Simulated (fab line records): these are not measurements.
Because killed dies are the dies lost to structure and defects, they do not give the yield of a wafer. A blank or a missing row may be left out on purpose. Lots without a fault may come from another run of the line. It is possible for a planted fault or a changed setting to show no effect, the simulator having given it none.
Which tool did it? | flow n5Finfet | 72 wafers from 24 lots sampled at 6 of the route's 1938 steps

## WHAT EACH GAUGE READ, for each wafer
N5_BEOL_M4_RS_MEAS_58: the measuring method here is four-point-probe.
lot  | measured     | on           | M4_RS (ohm/sq)
L074 | day 8 00:29  | filmMetro-02 | 0.67 0.73 0.65
L075 | day 8 15:55  | filmMetro-01 | 0.67 0.69 0.66
L076 | day 9 01:54  | filmMetro-02 | 0.73 0.70 0.70
L077 | day 9 08:16  | filmMetro-02 | 0.69 0.65 0.70
L078 | day 9 11:47  | filmMetro-02 | 0.65 0.67 0.69
L079 | day 9 19:26  | filmMetro-01 | 0.74 0.67 0.70
L080 | day 10 06:57 | filmMetro-02 | 0.64 0.68 0.66
L081 | day 10 09:05 | filmMetro-01 | 0.72 0.71 0.71
L083 | day 10 11:09 | filmMetro-01 | 0.71 0.71 0.69
L082 | day 10 15:29 | filmMetro-02 | 0.67 0.66 0.71
L084 | day 10 20:35 | filmMetro-02 | 0.66 0.64 0.65
L085 | day 11 03:27 | filmMetro-02 | 0.72 0.73 0.68
L086 | day 11 11:10 | filmMetro-02 | 0.68 0.67 0.64
L088 | day 12 04:25 | filmMetro-02 | 0.66 0.68 0.66
L087 | day 12 10:44 | filmMetro-01 | 0.65 0.65 0.65
L089 | day 12 12:04 | filmMetro-01 | 0.67 0.66 0.69
L090 | day 12 15:52 | filmMetro-01 | 0.65 0.67 0.66
L091 | day 12 15:07 | filmMetro-02 | 0.67 0.71 0.65
L093 | day 13 14:35 | filmMetro-01 | 0.64 0.64 0.58
L092 | day 13 16:47 | filmMetro-02 | 0.67 0.71 0.64
L094 | day 13 21:09 | filmMetro-02 | 0.63 0.64 0.59
L095 | day 14 01:07 | filmMetro-01 | 0.61 0.65 0.62
L096 | day 14 04:25 | filmMetro-02 | 0.65 0.60 0.65
L097 | day 15 00:21 | filmMetro-01 | 0.67 0.65 0.62

N5_BEOL_M5_CD_MEAS_11: the cd target is 27.74 nm.
lot  | measured     | on       | cdNm (nm)
L074 | day 8 03:59  | cdSem-03 | 27.77 27.84 28.14
L075 | day 8 20:54  | cdSem-03 | 28.29 27.92 28.12
L076 | day 9 05:22  | cdSem-02 | 27.86 27.85 28.04
L077 | day 9 13:20  | cdSem-02 | 27.85 28.02 28.06
L078 | day 9 15:51  | cdSem-01 | 27.97 28.06 28.20
L079 | day 10 00:32 | cdSem-02 | 27.96 28.09 28.05
L080 | day 10 09:55 | cdSem-01 | 27.79 27.66 27.78
L081 | day 10 13:29 | cdSem-02 | 28.10 28.00 28.01
L083 | day 10 14:05 | cdSem-03 | 27.96 28.16 27.79
L082 | day 10 18:35 | cdSem-03 | 27.71 27.96 28.09
L084 | day 10 23:34 | cdSem-01 | 27.96 28.27 27.94
L085 | day 11 07:28 | cdSem-03 | 27.87 27.61 27.94
L086 | day 11 13:35 | cdSem-02 | 27.91 27.83 27.58
L088 | day 12 07:20 | cdSem-01 | 28.25 28.54 27.96
L087 | day 12 15:17 | cdSem-02 | 27.65 28.33 28.19
L089 | day 12 15:44 | cdSem-02 | 27.67 27.79 28.02
L090 | day 12 18:25 | cdSem-01 | 28.11 27.83 27.86
L091 | day 12 18:08 | cdSem-01 | 27.63 27.77 27.89
L093 | day 13 20:58 | cdSem-03 | 28.21 28.31 27.58
L092 | day 13 21:34 | cdSem-02 | 27.90 27.61 28.03
L094 | day 14 00:52 | cdSem-01 | 28.49 27.90 27.89
L095 | day 14 04:04 | cdSem-01 | 27.84 28.17 27.96
L096 | day 14 06:57 | cdSem-01 | 28.16 28.28 28.11
L097 | day 15 02:59 | cdSem-03 | 27.86 27.87 27.98

## EACH LOT AND THE TOOL THAT RAN IT (in order: tool; ch and the chambers of the sampled wafers; start)
lot  | N5_BEOL_M4_ALD_98                | N5_BEOL_M4_SPUTTER_79       | N5_BEOL_M4_ANNEAL_82        | N5_BEOL_M4_CMP_52
L074 | aldSin-02 ch 0,1,2, day 7 17:33  | pvdSputter-01, day 7 21:54  | pvdSputter-01, day 7 22:12  | cmp-04 ch 2,3, day 7 23:56
L075 | aldSin-01 ch 0,2, day 8 02:07    | pvdSputter-01, day 8 13:08  | pvdSputter-01, day 8 13:26  | cmp-02 ch 0,3, day 8 15:22
L076 | aldSin-02 ch 0,1,3, day 8 13:43  | pvdSputter-03, day 8 19:28  | pvdSputter-03, day 8 19:46  | cmp-04 ch 0,1,3, day 9 01:20
L077 | aldSin-02 ch 0,2,3, day 8 17:49  | pvdSputter-03, day 9 05:41  | pvdSputter-03, day 9 05:59  | cmp-04 ch 1,2,3, day 9 07:43
L078 | aldSin-01 ch 2,3, day 8 23:10    | pvdSputter-03, day 9 09:10  | pvdSputter-03, day 9 09:28  | cmp-03 ch 1,2, day 9 11:12
L079 | aldSin-02 ch 0,1,3, day 9 10:10  | pvdSputter-03, day 9 16:49  | pvdSputter-03, day 9 17:07  | cmp-04 ch 0,1,3, day 9 18:56
L080 | aldSin-03 ch 0,1,2, day 9 22:16  | pvdSputter-03, day 10 03:12 | pvdSputter-03, day 10 03:30 | cmp-04 ch 0,2,3, day 10 06:02
L081 | aldSin-01 ch 1,2, day 9 22:34    | pvdSputter-02, day 10 06:31 | pvdSputter-02, day 10 06:49 | cmp-04 ch 0,1,2, day 10 08:32
L083 | aldSin-02 ch 1,2,3, day 9 23:13  | pvdSputter-02, day 10 08:27 | pvdSputter-02, day 10 08:45 | cmp-04 ch 0,1,2, day 10 10:29
L082 | aldSin-01 ch 1,2,3, day 10 03:23 | pvdSputter-01, day 10 12:53 | pvdSputter-01, day 10 13:11 | cmp-03 ch 0,1,2, day 10 15:00
L084 | aldSin-02 ch 0,1,2, day 10 10:45 | pvdSputter-01, day 10 17:49 | pvdSputter-01, day 10 18:07 | cmp-02 ch 2,3, day 10 19:58
L085 | aldSin-02 ch 0,1,2, day 10 16:46 | pvdSputter-01, day 11 00:39 | pvdSputter-01, day 11 00:57 | cmp-02 ch 1,2,3, day 11 02:41
L086 | aldSin-03 ch 2,3, day 11 04:53   | pvdSputter-02, day 11 08:30 | pvdSputter-02, day 11 08:48 | cmp-03 ch 0,2,3, day 11 10:40
L088 | aldSin-02 ch 0,3, day 11 10:03   | pvdSputter-02, day 12 01:47 | pvdSputter-02, day 12 02:05 | cmp-03 ch 0,2,3, day 12 03:54
L087 | aldSin-01 ch 1,3, day 11 22:39   | pvdSputter-01, day 12 07:48 | pvdSputter-01, day 12 08:06 | cmp-04 ch 0,1,2, day 12 10:11
L089 | aldSin-01 ch 0,1, day 12 02:18   | pvdSputter-03, day 12 09:22 | pvdSputter-03, day 12 09:40 | cmp-04 ch 1,2, day 12 11:31
L090 | aldSin-02 ch 0,1, day 12 06:34   | pvdSputter-03, day 12 13:17 | pvdSputter-03, day 12 13:35 | cmp-04 ch 1,2,3, day 12 15:21
L091 | aldSin-02 ch 0,1, day 12 08:45   | pvdSputter-02, day 12 12:31 | pvdSputter-02, day 12 12:49 | cmp-02 ch 0,3, day 12 14:34
L093 | aldSin-02 ch 0,1,3, day 12 19:44 | pvdSputter-01, day 13 09:17 | pvdSputter-01, day 13 09:35 | cmp-03 ch 0,2,3, day 13 14:05
L092 | aldSin-03 ch 0,1,2, day 12 23:25 | pvdSputter-01, day 13 14:04 | pvdSputter-01, day 13 14:22 | cmp-03 ch 1,2,3, day 13 16:09
L094 | aldSin-01 ch 0,1,2, day 13 00:10 | pvdSputter-03, day 13 18:33 | pvdSputter-03, day 13 18:51 | cmp-03 ch 2,3, day 13 20:35
L095 | aldSin-03 ch 0,1,3, day 13 14:46 | pvdSputter-02, day 13 22:32 | pvdSputter-02, day 13 22:50 | cmp-03 ch 0,3, day 14 00:34
L096 | aldSin-03 ch 0,1,3, day 13 15:23 | pvdSputter-03, day 14 01:49 | pvdSputter-03, day 14 02:07 | cmp-03 ch 0,2,3, day 14 03:52
L097 | aldSin-03 ch 1,3, day 13 23:32   | pvdSputter-02, day 14 21:04 | pvdSputter-02, day 14 21:22 | cmp-03 ch 0,2, day 14 23:36
- N5_BEOL_M4_ALD_98: deposits SiO2, target thk 2.5 nm, pulse time 1 s, co reactant pulse time 1 s.
- N5_BEOL_M4_SPUTTER_79: material Cu, target thk 4.5 nm, time 8.29 s.
- N5_BEOL_M4_ANNEAL_82: time 240 s.
- N5_BEOL_M4_CMP_52: polishes, stops on SiOC, t overpolish 6.8 s, target thk 40 nm.

## AS READ BY THE TOOLS THEMSELVES (means over the sampled wafers that have a number; for cases with no such wafer, the mark the record gives instead)
N5_BEOL_M4_ALD_98.
lot  | tool      | heaterPowerW (W) | precursorPulseHeightRel
L074 | aldSin-02 | 87               | 0.995
L075 | aldSin-01 | 76               | 0.987
L076 | aldSin-02 | 87               | 1.004
L077 | aldSin-02 | 89               | 0.985
L078 | aldSin-01 | 79               | 1.029
L079 | aldSin-02 | 87               | 1.006
L080 | aldSin-03 | 80               | 0.997
L081 | aldSin-01 | 74               | 0.997
L083 | aldSin-02 | 80               | 0.986
L082 | aldSin-01 | 75               | 1.003
L084 | aldSin-02 | 87               | 0.985
L085 | aldSin-02 | 87               | 1.009
L086 | aldSin-03 | 74               | 1.001
L088 | aldSin-02 | 95               | 0.986
L087 | aldSin-01 | 69               | 1.009
L089 | aldSin-01 | 69               | 1.019
L090 | aldSin-02 | 94               | 1.010
L091 | aldSin-02 | 86               | 1.007
L093 | aldSin-02 | 87               | 1.002
L092 | aldSin-03 | 79               | 1.013
L094 | aldSin-01 | 71               | 0.992
L095 | aldSin-03 | 78               | 0.993
L096 | aldSin-03 | 78               | 0.995
L097 | aldSin-03 | 71               | 0.992

N5_BEOL_M4_SPUTTER_79.
lot  | tool          | chuckGasFlowSccm (sccm) | throttleValvePct (%)
L074 | pvdSputter-01 | 1.30                    | 30.2
L075 | pvdSputter-01 | 1.25                    | 28.9
L076 | pvdSputter-03 | 1.25                    | 29.1
L077 | pvdSputter-03 | 1.31                    | 30.2
L078 | pvdSputter-03 | 1.18                    | 30.1
L079 | pvdSputter-03 | 1.22                    | 29.2
L080 | pvdSputter-03 | 1.22                    | 30.0
L081 | pvdSputter-02 | 1.27                    | 30.1
L083 | pvdSputter-02 | 1.25                    | 30.9
L082 | pvdSputter-01 | 1.29                    | 28.9
L084 | pvdSputter-01 | 1.23                    | 30.3
L085 | pvdSputter-01 | 1.19                    | 29.4
L086 | pvdSputter-02 | 1.24                    | 31.8
L088 | pvdSputter-02 | 1.25                    | 30.8
L087 | pvdSputter-01 | 1.20                    | 29.5
L089 | pvdSputter-03 | 1.27                    | 29.9
L090 | pvdSputter-03 | 1.27                    | 30.2
L091 | pvdSputter-02 | 1.23                    | 30.2
L093 | pvdSputter-01 | 1.26                    | 28.2
L092 | pvdSputter-01 | 1.21                    | 28.4
L094 | pvdSputter-03 | 1.28                    | 29.3
L095 | pvdSputter-02 | 1.24                    | 30.0
L096 | pvdSputter-03 | 1.21                    | 29.9
L097 | pvdSputter-02 | 1.27                    | 30.9

N5_BEOL_M4_ANNEAL_82.
lot  | tool          | heaterPowerW (W) | susceptor_temp_C_max
L074 | pvdSputter-01 | 870              | 401.2
L075 | pvdSputter-01 | 886              | 400.4
L076 | pvdSputter-03 | 806              | 400.7
L077 | pvdSputter-03 | 812              | 400.8
L078 | pvdSputter-03 | 815              | 401.0
L079 | pvdSputter-03 | 812              | 400.8
L080 | pvdSputter-03 | 809              | 400.8
L081 | pvdSputter-02 | 858              | 400.9
L083 | pvdSputter-02 | 861              | 400.6
L082 | pvdSputter-01 | 900              | 400.8
L084 | pvdSputter-01 | 878              | 400.7
L085 | pvdSputter-01 | 853              | 400.8
L086 | pvdSputter-02 | 819              | 400.9
L088 | pvdSputter-02 | 779              | 400.5
L087 | pvdSputter-01 | 844              | 401.1
L089 | pvdSputter-03 | 852              | 401.0
L090 | pvdSputter-03 | 813              | 400.9
L091 | pvdSputter-02 | 799              | 401.1
L093 | pvdSputter-01 | 848              | 401.1
L092 | pvdSputter-01 | 876              | 400.8
L094 | pvdSputter-03 | 768              | 400.8
L095 | pvdSputter-02 | 851              | 401.1
L096 | pvdSputter-03 | 809              | 401.0
L097 | pvdSputter-02 | 808              | 401.1

N5_BEOL_M4_CMP_52.
lot  | tool   | barrierFieldEndpointS (s) | headPressurePsi (psi) | motorCurrentA (A) | overpolishRunS (s) | timeToEndpointS (s)
L074 | cmp-04 | 24.0                      | 0.9975                | 6.2               | 6.795              | 58.9
L075 | cmp-02 | 25.4                      | 1.0000                | 6.3               | 6.798              | 63.5
L076 | cmp-04 | 24.2                      | 1.0001                | 6.0               | 6.800              | 62.1
L077 | cmp-04 | 24.4                      | 1.0000                | 6.3               | 6.797              | 61.8
L078 | cmp-03 | 24.1                      | 0.9997                | 6.0               | 6.798              | 63.4
L079 | cmp-04 | 23.7                      | 0.9987                | 6.1               | 6.809              | 59.9
L080 | cmp-04 | 24.4                      | 0.9998                | 6.0               | 6.805              | 58.0
L081 | cmp-04 | 24.4                      | 1.0002                | 6.1               | 6.798              | 60.0
L083 | cmp-04 | 25.0                      | 1.0004                | 6.5               | 6.798              | 59.0
L082 | cmp-03 | 25.3                      | 0.9979                | 6.1               | 6.793              | 65.1
L084 | cmp-02 | 24.0                      | 1.0013                | 5.7               | 6.794              | 62.7
L085 | cmp-02 | 24.5                      | 1.0022                | 5.8               | 6.801              | 60.9
L086 | cmp-03 | 24.9                      | 0.9996                | 6.0               | 6.790              | 62.3
L088 | cmp-03 | 25.0                      | 0.9992                | 5.9               | 6.800              | 66.4
L087 | cmp-04 | 24.5                      | 1.0000                | 6.3               | 6.794              | 60.1
L089 | cmp-04 | 24.0                      | 0.9990                | 6.7               | 6.802              | 61.9
L090 | cmp-04 | 24.2                      | 0.9993                | 6.6               | 6.801              | 61.3
L091 | cmp-02 | 24.4                      | 0.9991                | 5.7               | 6.803              | 62.7
L093 | cmp-03 | 24.4                      | 1.0016                | 5.7               | 6.800              | 63.3
L092 | cmp-03 | 25.2                      | 1.0000                | 6.2               | 6.804              | 66.0
L094 | cmp-03 | 24.4                      | 0.9990                | 5.7               | 6.797              | 63.6
L095 | cmp-03 | 24.8                      | 1.0000                | 6.2               | 6.794              | 63.3
L096 | cmp-03 | 25.4                      | 0.9995                | 5.8               | 6.798              | 68.3
L097 | cmp-03 | 24.8                      | 1.0000                | 5.6               | 6.799              | 63.0

## THE ANSWER, worked out from the rows above alone
Rule: usual is defined by the lots themselves. The widest of any qualifying gaps counts: lots, ordered by their means at a reading, are off when they make up no more than a third of the lots, leave a main group of 4 or more, and stand apart from it by 3 or more times the standard deviation of that group's means. A main group whose means are all the same, to the digits that the tables above print for the reading, isn't used. A lot without any number at a reading at which 4 lots or more have one is off too. All remaining lots with rows at the step are treated as sound. The gauges are gone through in route order, then the tools' own readings, and for those a lot's mean is taken as printed above. At the first step where some lot is off, the reading lying furthest off is the one used; lots without a number count as furthest.
Nothing can be told from this: no lot is off at any reading shown.

## WHAT THE SIMULATOR PUT IN
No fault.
